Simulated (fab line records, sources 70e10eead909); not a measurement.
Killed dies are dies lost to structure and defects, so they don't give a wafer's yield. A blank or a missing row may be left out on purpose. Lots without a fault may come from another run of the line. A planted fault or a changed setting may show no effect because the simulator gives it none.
Which tool did it? | flow nand_harc | 12 lots, 36 wafers sampled, at 1 step of a route of 1302

WHAT THE GAUGES READ, wafer by wafer
NHARC_A_CONTACT_CD_MEAS_42: target cd 300 nm.
lot  | measured     | on        | cd_nm (nm)
L075 | day 21 22:54 | cd_sem-01 | 299.5 299.4 298.9
L077 | day 22 09:18 | cd_sem-02 | 300.0 300.1 300.4
L079 | day 23 12:23 | cd_sem-02 | 299.5 299.9 299.6
L080 | day 24 03:17 | cd_sem-02 | 299.8 299.0 300.4
L084 | day 25 07:44 | cd_sem-03 | 300.5 301.0 300.6
L086 | day 26 05:53 | cd_sem-02 | 299.9 299.8 299.9
L087 | day 27 10:34 | cd_sem-02 | 300.9 300.8 301.0
L088 | day 27 14:38 | cd_sem-01 | 299.6 300.1 299.6
L090 | day 28 07:19 | cd_sem-03 | 299.7 299.3 298.9
L093 | day 28 17:31 | cd_sem-03 | 299.9 299.8 299.6
L095 | day 30 09:43 | cd_sem-02 | 300.6 300.2 300.6
L097 | day 31 13:25 | cd_sem-03 | 299.9 299.9 298.9

WHICH TOOL RAN EACH LOT (tool, then ch and the chambers of the sampled wafers, then the start)
The record holds no process step before these readings.

THE ANSWER, worked out from the rows above alone
Rule: what is usual is taken from the lots themselves. Put in order of their means at a reading, lots are off if they are a third of the lots or fewer, leave a main group of 4 or more, and stand apart from it by a gap of 3 or more times the standard deviation of the main group's means; of several such gaps the widest counts. A main group whose means are all the same, to the digits that the tables above print for the reading, isn't used. A lot without any number at a reading at which 4 lots or more have one is off too. The other lots that the step has rows for count as sound.
No lot is off at any reading shown: from this, nothing can be told.

WHAT THE SIMULATOR HAD PUT IN
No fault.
